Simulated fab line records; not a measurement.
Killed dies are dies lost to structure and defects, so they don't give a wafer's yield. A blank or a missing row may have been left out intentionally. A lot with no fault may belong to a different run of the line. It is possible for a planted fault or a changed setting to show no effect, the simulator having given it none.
Chamber matching / flow n5-finfet / N5_FIN_CUT_CUT_ETCH_28 on rie-si-04: 4 sister chambers
The step etches Si in HBr/Cl2/O2, target depth 6 nm, time 2.4 s. 16 wafers are shown with their chamber, then 8 later ones without.

WAFERS PAIRED WITH THEIR CHAMBERS
wafer=L074.2; chamber=1; throttle-valve-pct (%)=37.73; drypump-motor-current-A (A)=5.8; oes-product-au (a.u.)=1.012
wafer=L074.3; chamber=0; throttle-valve-pct (%)=37.40; drypump-motor-current-A (A)=6.0; oes-product-au (a.u.)=1.007
wafer=L074.4; chamber=2; throttle-valve-pct (%)=37.19; drypump-motor-current-A (A)=5.3; oes-product-au (a.u.)=0.972
wafer=L083.1; chamber=2; throttle-valve-pct (%)=37.20; drypump-motor-current-A (A)=5.3; oes-product-au (a.u.)=0.980
wafer=L083.2; chamber=1; throttle-valve-pct (%)=37.75; drypump-motor-current-A (A)=5.7; oes-product-au (a.u.)=1.008
wafer=L083.6; chamber=1; throttle-valve-pct (%)=37.74; drypump-motor-current-A (A)=5.8; oes-product-au (a.u.)=1.007
wafer=L084.2; chamber=3; throttle-valve-pct (%)=37.09; drypump-motor-current-A (A)=5.7; oes-product-au (a.u.)=1.012
wafer=L084.4; chamber=1; throttle-valve-pct (%)=37.73; drypump-motor-current-A (A)=5.8; oes-product-au (a.u.)=1.001
wafer=L084.5; chamber=2; throttle-valve-pct (%)=37.20; drypump-motor-current-A (A)=5.3; oes-product-au (a.u.)=0.966
wafer=L085.1; chamber=1; throttle-valve-pct (%)=37.75; drypump-motor-current-A (A)=5.7; oes-product-au (a.u.)=1.012
wafer=L085.3; chamber=3; throttle-valve-pct (%)=37.10; drypump-motor-current-A (A)=5.7; oes-product-au (a.u.)=1.010
wafer=L085.6; chamber=1; throttle-valve-pct (%)=37.73; drypump-motor-current-A (A)=5.7; oes-product-au (a.u.)=1.010
wafer=L086.2; chamber=0; throttle-valve-pct (%)=37.40; drypump-motor-current-A (A)=6.0; oes-product-au (a.u.)=1.006
wafer=L086.3; chamber=1; throttle-valve-pct (%)=37.73; drypump-motor-current-A (A)=5.7; oes-product-au (a.u.)=1.008
wafer=L086.4; chamber=3; throttle-valve-pct (%)=37.10; drypump-motor-current-A (A)=5.8; oes-product-au (a.u.)=1.013
wafer=L089.1; chamber=3; throttle-valve-pct (%)=37.10; drypump-motor-current-A (A)=5.8; oes-product-au (a.u.)=1.016

SIGNATURES (means of the wafers above)
reading=throttle-valve-pct; chamber 0=37.4000; chamber 1=37.7371; chamber 2=37.1967; chamber 3=37.0975; scatter within a chamber=0.00755
reading=drypump-motor-current-A; chamber 0=6.000; chamber 1=5.743; chamber 2=5.300; chamber 3=5.750; scatter within a chamber=0.0476
reading=oes-product-au; chamber 0=1.00650; chamber 1=1.00829; chamber 2=0.97267; chamber 3=1.01275; scatter within a chamber=0.00412
Rule: a wafer's distance from a chamber is the root of the sum, over the readings, of the square of ((its reading less the chamber's mean) divided by the reading's scatter). If the next closest chamber is less than 2 further off than the closest, the wafer can't be placed; otherwise it belongs to the closest. The scatter: the root of (the sum of the squares of (reading less its chamber's mean) over the shown wafers, divided by (wafers less chambers)).

WAFERS WHOSE CHAMBER IS MISSING
wafer=L089.3; throttle-valve-pct (%)=37.41; drypump-motor-current-A (A)=5.9; oes-product-au (a.u.)=1.015
wafer=L089.4; throttle-valve-pct (%)=37.74; drypump-motor-current-A (A)=5.7; oes-product-au (a.u.)=1.014
wafer=L095.1; throttle-valve-pct (%)=37.10; drypump-motor-current-A (A)=5.8; oes-product-au (a.u.)=1.022
wafer=L095.2; throttle-valve-pct (%)=37.40; drypump-motor-current-A (A)=5.9; oes-product-au (a.u.)=1.010
wafer=L095.3; throttle-valve-pct (%)=37.74; drypump-motor-current-A (A)=5.7; oes-product-au (a.u.)=1.000
wafer=L095.4; throttle-valve-pct (%)=37.19; drypump-motor-current-A (A)=5.3; oes-product-au (a.u.)=0.975
wafer=L095.5; throttle-valve-pct (%)=37.10; drypump-motor-current-A (A)=5.8; oes-product-au (a.u.)=1.021
wafer=L095.6; throttle-valve-pct (%)=37.39; drypump-motor-current-A (A)=5.9; oes-product-au (a.u.)=1.002

CHAMBER TAKEN BY EACH
wafer=L089.3; from the rows above=0; in truth=0
wafer=L089.4; from the rows above=1; in truth=1
wafer=L095.1; from the rows above=3; in truth=3
wafer=L095.2; from the rows above=0; in truth=0
wafer=L095.3; from the rows above=1; in truth=1
wafer=L095.4; from the rows above=2; in truth=2
wafer=L095.5; from the rows above=3; in truth=3
wafer=L095.6; from the rows above=0; in truth=0
Correctly placed: 8 of 8. Left unplaced by these rows: 0. Placed wrongly: 0.
